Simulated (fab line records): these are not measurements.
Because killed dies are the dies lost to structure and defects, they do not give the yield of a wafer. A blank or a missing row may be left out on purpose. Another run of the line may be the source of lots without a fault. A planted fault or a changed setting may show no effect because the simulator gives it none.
fab line records    flow n5_finfet
record: lots: 7  wafers: 21
route steps=1938 shown ZERO_LAYER@6 WELL_APT@24 DUMMY_GATE@223 SD_EPI_P@300 SDB@361 HKMG_FIN@396
start_h: hours from the record's opening day to when the first of the lot's shown wafers began    wait_h: hours elapsed since this lot's preceding step    " as in the row above    L1.1+2: a row that stands for several wafers    - no value, or no start given    * or withheld: withheld    < > ~ a bound
route shown NAME@n: a module of which the file shows steps, and the number in the route of the first    usual: mean and standard deviation over wafers with no fault    same: alike in all rows    chamber/n: place in a boat    sites: the reading at each site    _std_site: how widely they spread, as a standard deviation    _edge_site: mean of outer sites minus mean of inner sites    radius_mm: how far each site lies from the wafer's centre    mask NAME#n: copy n    behind: the last tool/chamber to shape the wafer    hold: reason for holding the lot/hours on hold/outcome of the hold    device: the transistor (n, p or np) that didn't switch    end of line: at the end of the route, the tests of the same wafers    where a step has no rows: the recipe by itself    killed: the dies lost at the first sort to structure and to defects; this is not the yield of the wafer    map: shows each die of a wafer: x if killed, . if not, _ if none is there
set.NAME: setting as actually run; set.NAME@STEP: the setting as run at that earlier step    model.NAME: the simulator's own value behind a step, which no gauge read
one table per step and one row per wafer, for lots whose settings were changed on purpose
== steps ==
step: N5_ZERO_LAYER_COAT_05
recipe: spin_rpm: 1500  resist_thk_nm: 1000
lot.wafer  tool            chamber  start_h  wait_h  set.spin_rpm  model.coat_of_ZERO_LAYER_COAT_05.thk_nm
L078.1     litho_track-04  0        -        -       1500          996.2
L078.4     "               0        "        "       1500          995.2
L078.5     "               0        "        "       1500          997.2
L081.4+5   litho_track-04  0        -        -       1500          1003
L081.6     "               0        "        "       1500          1005
L082.1     litho_track-02  0        -        -       1500          1005
L082.2+6   "               0        "        "       1500          1003
L085.2     litho_track-01  0        -        -       1500          1006
L085.5     "               0        "        "       1500          1007
L085.6     "               0        "        "       1500          1008
L090.1     litho_track-01  0        -        -       1500          1004
L090.3     "               0        "        "       1630          959.8
L090.5     "               0        "        "       1500          1003
L091.3     litho_track-02  0        -        -       1622          963.4
L091.4     "               0        "        "       1500          1002
L091.6     "               0        "        "       1500          1004
L094.1     litho_track-02  0        -        -       1500          1004
L094.2     "               0        "        "       1382          1046
L094.4     "               0        "        "       1500          1006
step: N5_ZERO_LAYER_PEB_09
recipe: peb_temp_c: withheld  peb_time_s: *
lot.wafer   tool            chamber  start_h  wait_h  set.peb_time_s
L078.1+4    litho_track-01  0        36.52    0.1     *
L078.5      "               0        "        "       *
L081.4+5    litho_track-04  0        54.72    0.0     *
L081.6      "               0        "        "       *
L082.1+2+6  litho_track-04  0        60.71    0.1     *
L085.2+5+6  litho_track-02  0        78.65    0.0     *
L090.1+5    litho_track-04  0        108.56   0.1     *
L090.3      "               0        "        "       *
L091.3+4+6  litho_track-01  0        114.65   0.0     *
L094.1+2+4  litho_track-02  0        132.83   0.1     *
step: N5_ZERO_LAYER_DEVELOP_10
recipe: develop_time_s: 60  rinse_liquid: diw  dry: air_spin  dev_temp_c: 21
step: N5_ZERO_LAYER_HARDBAKE_23
recipe: temp_c: 130  time_s: 120
step: N5_ZERO_LAYER_DESCUM_16
recipe: chemistry: O2  time_s: 7.9  source_power_w: 50  bias_power_w: 20  pressure_mtorr: 20  rf_frequency_hz: 2.712e+07  temp_c: 40  o2_flow_sccm: 225
step: N5_ZERO_LAYER_ETCH_17
recipe: chemistry: CF4  target: SiO2  target_depth_a: 120  time_s: 13.3  ion_energy_ev: 350  pressure_mtorr: 40  source_w: 450  bias_w: 215  Ar_flow_sccm: 100  cf4_flow_sccm: 100
step: N5_ZERO_LAYER_ETCH_18
recipe: chemistry: HBr/Cl2  target: Si  target_depth_a: 1200  time_s: 40  pressure_mtorr: 10  icp_w: 800  bias_w: 75  HBr_flow_sccm: 150  Cl2_flow_sccm: 80
lot.wafer  tool       chamber  start_h  wait_h  set.spin_rpm@ZERO_LAYER_COAT_05  model.coat_of_ZERO_LAYER_COAT_05.thk_nm
L078.1+5   rie_si-03  1,3      37.21    0.0     1500                             926.9
L078.4     "          3        "        "       1500                             924.7
L081.4     rie_si-04  2        55.01    0.0     1500                             932.6
L081.5     "          3        "        "       1500                             933
L081.6     "          0        "        "       1500                             935.4
L082.1     rie_si-03  2        61.13    0.0     1500                             935.3
L082.2     "          3        "        "       1500                             932.7
L082.6     "          3        "        "       1500                             932.6
L085.2     rie_si-01  1        78.91    0.0     1500                             937.5
L085.5     "          0        "        "       1500                             936.4
L085.6     "          1        "        "       1500                             939.7
L090.1     rie_si-03  3        108.82   0.0     1500                             934
L090.3     "          2        "        "       1630                             889.5
L090.5     "          0        "        "       1500                             933.5
L091.3     rie_si-03  3        114.91   0.0     1622                             893.9
L091.4     "          0        "        "       1500                             932.1
L091.6     "          3        "        "       1500                             934.5
L094.1     rie_si-04  1        133.10   0.0     1500                             933.4
L094.2     "          0        "        "       1382                             977.6
L094.4     "          2        "        "       1500                             936.2
step: N5_ZERO_LAYER_STRIP_24
recipe: chemistry: O2  power_w: 1000  temp_c: 250  overash_fraction: 0.3  pressure_mtorr: 1000  o2_flow_sccm: 6750
usual: strip_time_to_endpoint_s: 43.91/0.091
lot.wafer  tool             chamber  start_h  wait_h  set.spin_rpm@ZERO_LAYER_COAT_05  strip_time_to_endpoint_s
L078.1     plasma_asher-01  1        37.32    0.1     1500                             43.74
L078.4     "                1        "        "       1500                             43.68
L078.5     "                0        "        "       1500                             43.73
L081.4     plasma_asher-02  0        55.13    0.1     1500                             43.91
L081.5     "                0        "        "       1500                             43.92
L081.6     "                1        "        "       1500                             44.00
L082.1     plasma_asher-02  1        61.24    0.1     1500                             43.99
L082.2     "                0        "        "       1500                             43.91
L082.6     "                1        "        "       1500                             43.92
L085.2     plasma_asher-02  1        79.02    0.1     1500                             44.06
L085.5     "                0        "        "       1500                             44.03
L085.6     "                1        "        "       1500                             44.12
L090.1     plasma_asher-02  1        108.93   0.1     1500                             43.95
L090.3     "                1        "        "       1630                             42.62
L090.5     "                1        "        "       1500                             43.93
L091.3     plasma_asher-02  0        115.04   0.1     1622                             42.75
L091.4     "                1        "        "       1500                             43.90
L091.6     "                1        "        "       1500                             43.99
L094.1     plasma_asher-02  0        133.20   0.1     1500                             43.94
L094.2     "                1        "        "       1382                             45.25
L094.4     "                0        "        "       1500                             44.03
step: N5_WELL_APT_EXPOSE_05
recipe: mask_id: NWELL  na: 0.8  source_shape: conventional  sigma_outer: 0.8  polarization: unpolarized  defocus_nm: 0  target_cd_nm: 200  dose_mj: 20.3
lot.wafer   tool            chamber  start_h  wait_h  mask     set.dose_mj
L078.1      krf_scanner-02  0        37.96    -       NWELL#0  20.3
L078.4+5    "               0        "        "       NWELL#0  19.13
L081.4+5    krf_scanner-02  0        55.63    -       NWELL#0  20.3
L081.6      "               0        "        "       NWELL#0  21.34
L082.1+2+6  krf_scanner-01  0        62.11    -       NWELL#0  20.3
L085.2+5    krf_scanner-02  0        79.52    -       NWELL#0  20.3
L085.6      "               0        "        "       NWELL#0  18.89
L090.1      krf_scanner-01  0        109.42   -       NWELL#0  20.3
L090.3+5    "               0        "        "       NWELL#0  21.35
L091.3+6    krf_scanner-01  0        115.52   -       NWELL#0  20.3
L091.4      "               0        "        "       NWELL#0  21.07
L094.1+2+4  krf_scanner-02  0        133.82   -       NWELL#0  20.3
step: N5_WELL_APT_PEB_06
recipe: peb_temp_c: 130  peb_time_s: 90
step: N5_WELL_APT_DEVELOP_07
recipe: develop_time_s: 45  rinse_liquid: surfactant_rinse  dry: air_spin  dev_temp_c: 21
step: N5_WELL_APT_HARDBAKE_12
recipe: temp_c: 130  time_s: 120
step: N5_WELL_APT_CD_MEAS_08
recipe: target_cd_nm: 200  landing_energy_ev: 500  detector: se_inlens
usual: cd_nm: 200.1/1.9
lot.wafer  tool       chamber  start_h  wait_h  set.dose_mj@WELL_APT_EXPOSE_05  cd_nm
L078.1     cd_sem-01  0        38.13    -       20.3                            201.1
L078.4     "          0        "        "       19.13                           190.1
L078.5     "          0        "        "       19.13                           190.4
L081.4     cd_sem-02  0        55.79    -       20.3                            202.3
L081.5     "          0        "        "       20.3                            202.1
L081.6     "          0        "        "       21.34                           208.6
L082.1     cd_sem-02  0        62.28    -       20.3                            197.1
L082.2     "          0        "        "       20.3                            195.4
L082.6     "          0        "        "       20.3                            197.0
L085.2     cd_sem-03  0        79.69    -       20.3                            200.5
L085.5     "          0        "        "       20.3                            200.7
L085.6     "          0        "        "       18.89                           190.5
L090.1     cd_sem-02  0        109.59   -       20.3                            198.9
L090.3     "          0        "        "       21.35                           210.2
L090.5     "          0        "        "       21.35                           207.0
L091.3     cd_sem-03  0        115.69   -       20.3                            203.2
L091.4     "          0        "        "       21.07                           208.8
L091.6     "          0        "        "       20.3                            201.2
L094.1     cd_sem-01  0        133.99   -       20.3                            202.8
L094.2     "          0        "        "       20.3                            201.3
L094.4     "          0        "        "       20.3                            200.1
step: N5_WELL_APT_DESCUM_13
recipe: chemistry: O2  time_s: 7.9  source_power_w: 50  bias_power_w: 20  pressure_mtorr: 20  rf_frequency_hz: 2.712e+07  temp_c: 40  o2_flow_sccm: 225
lot.wafer  tool         chamber  start_h  wait_h  set.dose_mj@WELL_APT_EXPOSE_05  model.WELL_APT.cd_nm
L078.1     rie_diel-04  0        38.34    0.2     20.3                            200.9
L078.4     "            1        "        "       19.13                           190.3
L078.5     "            3        "        "       19.13                           190.4
L081.4     rie_diel-02  2        56.27    0.4     20.3                            202.5
L081.5     "            3        "        "       20.3                            202.2
L081.6     "            0        "        "       21.34                           208.6
L082.1+6   rie_diel-04  1,0      62.69    0.4     20.3                            197
L082.2     "            3        "        "       20.3                            195.5
L085.2     rie_diel-04  2        80.07    0.3     20.3                            200.7
L085.5     "            0        "        "       20.3                            200.3
L085.6     "            1        "        "       18.89                           190.3
L090.1     rie_diel-05  2        110.49   0.8     20.3                            198.8
L090.3     "            3        "        "       21.35                           210.4
L090.5     "            3        "        "       21.35                           207.3
L091.3     rie_diel-02  2        115.88   0.1     20.3                            203.3
L091.4     "            3        "        "       21.07                           208.6
L091.6     "            1        "        "       20.3                            200.8
L094.1     rie_diel-04  2        134.20   0.1     20.3                            203
L094.2     "            0        "        "       20.3                            201.3
L094.4     "            3        "        "       20.3                            200.2
step: N5_WELL_APT_COAT_19
recipe: spin_rpm: 1357  resist_thk_nm: 950
lot.wafer  tool            chamber  start_h  wait_h  set.spin_rpm  model.coat_of_WELL_APT_COAT_19.thk_nm
L078.1     litho_track-05  0        -        -       1415          929.1
L078.4     "               0        "        "       1415          930.2
L078.5     "               0        "        "       1357          946.9
L081.4     litho_track-05  0        -        -       1357          953.2
L081.5     "               0        "        "       1407          935.5
L081.6     "               0        "        "       1357          956.6
L082.1     litho_track-04  0        -        -       1357          948
L082.2     "               0        "        "       1357          949.5
L082.6     "               0        "        "       1357          949.9
L085.2     litho_track-03  0        -        -       1357          947.6
L085.5     "               0        "        "       1434          923.1
L085.6     "               0        "        "       1357          948.8
L090.1     litho_track-04  0        -        -       1357          952
L090.3     "               0        "        "       1357          951.1
L090.5     "               0        "        "       1357          953.2
L091.3     litho_track-05  0        -        -       1461          915.8
L091.4     "               0        "        "       1461          914.6
L091.6     "               0        "        "       1357          954.4
L094.1     litho_track-05  0        -        -       1357          951.3
L094.2     "               0        "        "       1451          921.5
L094.4     "               0        "        "       1451          919.3
step: N5_DUMMY_GATE_COAT_35
recipe: resist: SiARC  temp_c: 220  time_s: 60  spin_rpm: 1500  resist_thk_nm: 10
lot.wafer   tool            chamber  start_h  wait_h  set.spin_rpm  model.SiARC_of_DUMMY_GATE_COAT_35.thk_nm
L078.1+4+5  litho_track-02  0        -        -       1500          10
L081.4+5    litho_track-02  0        -        -       1500          10
L081.6      "               0        "        "       1357          10.6
L082.1+2+6  litho_track-01  0        -        -       1500          10
L085.2      litho_track-04  0        -        -       1500          10
L085.5+6    "               0        "        "       1405          10.4
L090.1+3+5  litho_track-02  0        -        -       1500          10
L091.3+6    litho_track-04  0        -        -       1373          10.4
L091.4      "               0        "        "       1500          10
L094.1+4    litho_track-02  0        -        -       1500          10
L094.2      "               0        "        "       1572          9.8
step: N5_DUMMY_GATE_COAT_28
recipe: resist: underlayer  temp_c: 205  time_s: 60  spin_rpm: 1500  resist_thk_nm: 10
lot.wafer   tool            chamber  start_h  wait_h  set.spin_rpm  model.underlayer_of_DUMMY_GATE_COAT_28.thk_nm
L078.1+4+5  litho_track-02  0        -        -       1500          10
L081.4+6    litho_track-02  0        -        -       1419          10.4
L081.5      "               0        "        "       1500          10
L082.1+2+6  litho_track-01  0        -        -       1500          10
L085.2+6    litho_track-04  0        -        -       1645          9.6
L085.5      "               0        "        "       1500          10
L090.1+3    litho_track-02  0        -        -       1500          10
L090.5      "               0        "        "       1440          10.2
L091.3+4    litho_track-04  0        -        -       1500          10
L091.6      "               0        "        "       1337          10.6
L094.1      litho_track-02  0        -        -       1500          10
L094.2+4    "               0        "        "       1544          9.8
step: N5_SD_EPI_P_EXPOSE_06
recipe: mask_id: SD_P_BLK  na: 1.35  source_shape: conventional  sigma_outer: 0.8  polarization: unpolarized  target_cd_nm: 240  dose_mj: 39.5
lot.wafer   tool             chamber  start_h  wait_h  mask        set.dose_mj
L078.1+4    arfi_scanner-01  0        77.95    -       SD_P_BLK#0  39.5
L078.5      "                0        "        "       SD_P_BLK#0  40.43
L081.4+6    arfi_scanner-01  0        101.36   -       SD_P_BLK#0  39.5
L081.5      "                0        "        "       SD_P_BLK#0  41.17
L082.1+2+6  arfi_scanner-03  0        106.92   -       SD_P_BLK#0  39.5
L085.2+5    arfi_scanner-02  0        128.28   -       SD_P_BLK#0  39.5
L085.6      "                0        "        "       SD_P_BLK#0  41.6
L090.1+3+5  arfi_scanner-02  0        148.75   -       SD_P_BLK#0  39.5
L091.3      arfi_scanner-02  0        157.40   -       SD_P_BLK#0  39.5
L091.4+6    "                0        "        "       SD_P_BLK#0  36.79
L094.1      arfi_scanner-03  0        174.28   -       SD_P_BLK#0  41.1
L094.2+4    "                0        "        "       SD_P_BLK#0  39.5
step: N5_SD_EPI_P_DEVELOP_08
recipe: develop_time_s: 30  developer: TMAH  resist: CAR-ArF-block  dev_temp_c: 23  rinse_liquid: diw  dry: air_spin
lot.wafer   tool            chamber  start_h  wait_h  set.develop_time_s
L078.1+4    litho_track-02  0        -        -       30
L078.5      "               0        "        "       34.65
L081.4+6    litho_track-01  0        -        -       25.28
L081.5      "               0        "        "       30
L082.1+2+6  litho_track-05  0        -        -       30
L085.2+6    litho_track-02  0        -        -       25.27
L085.5      "               0        "        "       30
L090.1+5    litho_track-02  0        -        -       36.32
L090.3      "               0        "        "       30
L091.3+6    litho_track-02  0        -        -       23.64
L091.4      "               0        "        "       30
L094.1+2    litho_track-05  0        -        -       23.66
L094.4      "               0        "        "       30
step: N5_SD_EPI_P_DESCUM_14
recipe: chemistry: O2  time_s: 7.9  source_power_w: 50  bias_power_w: 20  pressure_mtorr: 20  rf_frequency_hz: 2.712e+07  temp_c: 40  resist: CAR-ArF-block  o2_flow_sccm: 225
lot.wafer  tool         chamber  start_h  wait_h  set.dose_mj@SD_EPI_P_EXPOSE_06  model.SD_EPI_P.cd_nm
L078.1     rie_diel-01  1        78.24    0.1     39.5                            239.4
L078.4     "            2        "        "       39.5                            239
L078.5     "            3        "        "       40.43                           241.8
L081.4     rie_diel-01  1        101.57   0.0     39.5                            239.6
L081.5     "            2        "        "       41.17                           241.6
L081.6     "            1        "        "       39.5                            237.8
L082.1+2   rie_diel-03  0,2      107.13   0.0     39.5                            240.8
L082.6     "            2        "        "       39.5                            240.2
L085.2     rie_diel-03  1        128.49   0.0     39.5                            240.6
L085.5     "            3        "        "       39.5                            240.4
L085.6     "            2        "        "       41.6                            242.4
L090.1+5   rie_diel-03  2,3      148.96   0.0     39.5                            240.8
L090.3     "            3        "        "       39.5                            239.4
L091.3     rie_diel-01  2        157.60   0.0     39.5                            239.2
L091.4     "            3        "        "       36.79                           235.8
L091.6     "            1        "        "       36.79                           234.2
L094.1     rie_diel-06  3        174.49   0.0     41.1                            241.8
L094.2     "            0        "        "       39.5                            239.6
L094.4     "            2        "        "       39.5                            241.2
step: N5_SDB_ETCH_18
recipe: chemistry: N2/H2  target: SOC  target_depth_a: 1000  overetch_a: 200  mask_material: SiARC  temp_c: 40  time_s: 150  ion_energy_ev: 200  pressure_mtorr: 30  source_w: 840  bias_w: 150  n2_flow_sccm: 200  h2_flow_sccm: 200
lot.wafer  tool         chamber  start_h  wait_h  set.time_s  model.SiARC_of_SDB_COAT_04.thk_nm
L078.1     rie_diel-04  2        91.43    0.0     150         12.6
L078.4     "            1        "        "       125.7       13.8
L078.5     "            1        "        "       150         13
L081.4+5   rie_diel-02  1        114.28   0.0     150         13
L081.6     "            2        "        "       138.8       13.2
L082.1+2   rie_diel-02  0,3      119.25   0.0     150         12.8
L082.6     "            2        "        "       150         13
L085.2     rie_diel-05  3        140.11   0.0     132.3       13.6
L085.5     "            0        "        "       150         12.8
L085.6     "            1        "        "       150         13
L090.1+5   rie_diel-04  2,1      160.69   0.0     150         12.8
L090.3     "            3        "        "       150         13
L091.3+6   rie_diel-04  3,0      169.76   0.0     150         12.8
L091.4     "            2        "        "       179.4       11.6
L094.1     rie_diel-02  0        186.55   0.0     178.7       11.8
L094.2     "            1        "        "       150         13
L094.4     "            2        "        "       150         12.8
step: N5_SDB_ALD_29
recipe: material: SiNx  target_thk_a: 300  temp_c: 400  ald_precursor_family: SiH2I2  ald_co_reactant: N2/H2-plasma  pulse_time_s: 1  ald_cycles: 600  purge_time_s: 2  co_reactant_purge_time_s: 2  pressure_torr: 2
lot.wafer   tool        chamber  start_h  wait_h  set.ald_cycles  model.SiNx_of_SDB_ALD_29.thk_nm
L078.1      ald_sin-03  3        93.31    1.0     678             33.8
L078.4      "           0        "        "       678             34
L078.5      "           3        94.67    2.3     600             30
L081.4+5+6  ald_sin-04  3,1,0    116.37   1.4     600             30
L082.1      ald_sin-03  0        119.97   0.0     600             30.2
L082.2+6    "           1,3      "        "       600             30
L085.2      ald_sin-02  3        141.36   0.0     600             29.8
L085.5+6    "           1,2      142.71   1.4     600             30
L090.1      ald_sin-04  0        161.41   0.0     523             26.2
L090.3      "           2        "        "       600             30.2
L090.5      "           0        162.76   1.4     523             26
L091.3      ald_sin-04  3        170.99   0.0     526             26.2
L091.4+6    "           1        "        "       600             30.2
L094.1+2    ald_sin-02  2,1      187.73   0.3     600             30
L094.4      "           3        "        "       565             28.2
step: N5_HKMG_FIN_PEB_47
recipe: peb_temp_c: withheld  peb_time_s: 60  resist: CAR-ArF
lot.wafer   tool            chamber  start_h  wait_h  set.peb_time_s
L078.1+4+5  litho_track-05  0        97.76    0.1     60
L081.4+5+6  litho_track-05  0        119.46   0.0     60
L082.1+2+6  litho_track-05  0        124.92   0.1     60
L085.2+5    litho_track-03  0        145.94   0.0     52.68
L085.6      "               0        "        "       60
L090.1+3+5  litho_track-05  0        165.81   0.1     60
L091.3+4    litho_track-03  0        175.51   0.0     60
L091.6      "               0        "        "       49.21
L094.1+2+4  litho_track-05  0        192.29   0.1     60
== key ==
split: step: N5_ZERO_LAYER_COAT_05  setting: spin_rpm  stated: 1500  by: wafer
response: step: N5_ZERO_LAYER_COAT_05  reading: model.coat_of_ZERO_LAYER_COAT_05.thk_nm  change: -5.04  per: 1%  r: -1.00
response: step: N5_ZERO_LAYER_ETCH_18  reading: model.coat_of_ZERO_LAYER_COAT_05.thk_nm  change: -5.12  per: 1%  r: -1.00
response: step: N5_ZERO_LAYER_STRIP_24  reading: strip_time_to_endpoint_s  change: *  per: 1%  r: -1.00
split: step: N5_ZERO_LAYER_PEB_09  setting: peb_time_s  stated: *  by: wafer
response none clear
split: step: N5_WELL_APT_EXPOSE_05  setting: dose_mj  stated: 20.3  by: wafer
response: step: N5_WELL_APT_CD_MEAS_08  reading: cd_nm  change: +1.61  per: 1%  r: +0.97
response: step: N5_WELL_APT_DESCUM_13  reading: model.WELL_APT.cd_nm  change: +1.62  per: 1%  r: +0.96
split: step: N5_WELL_APT_COAT_19  setting: spin_rpm  stated: 1357  by: wafer
response: step: N5_WELL_APT_COAT_19  reading: model.coat_of_WELL_APT_COAT_19.thk_nm  change: -4.7  per: 1%  r: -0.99
split: step: N5_DUMMY_GATE_COAT_35  setting: spin_rpm  stated: 1500  by: wafer
response: step: N5_DUMMY_GATE_COAT_35  reading: model.SiARC_of_DUMMY_GATE_COAT_35.thk_nm  change: -0.0558  per: 1%  r: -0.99
split: step: N5_DUMMY_GATE_COAT_28  setting: spin_rpm  stated: 1500  by: wafer
response: step: N5_DUMMY_GATE_COAT_28  reading: model.underlayer_of_DUMMY_GATE_COAT_28.thk_nm  change: -0.0525  per: 1%  r: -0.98
split: step: N5_SD_EPI_P_EXPOSE_06  setting: dose_mj  stated: 39.5  by: wafer
response: step: N5_SD_EPI_P_DESCUM_14  reading: model.SD_EPI_P.cd_nm  change: +0.547  per: 1%  r: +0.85
split: step: N5_SD_EPI_P_DEVELOP_08  setting: develop_time_s  stated: 30  by: wafer
response none clear
split: step: N5_SDB_ETCH_18  setting: time_s  stated: 150  by: wafer
response: step: N5_SDB_ETCH_18  reading: model.SiARC_of_SDB_COAT_04.thk_nm  change: -0.0584  per: 1%  r: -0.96
split: step: N5_SDB_ALD_29  setting: ald_cycles  stated: 600  by: wafer
response: step: N5_SDB_ALD_29  reading: model.SiNx_of_SDB_ALD_29.thk_nm  change: +0.314  per: 1%  r: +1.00
split: step: N5_HKMG_FIN_PEB_47  setting: peb_time_s  stated: 60  by: wafer
response none in this file
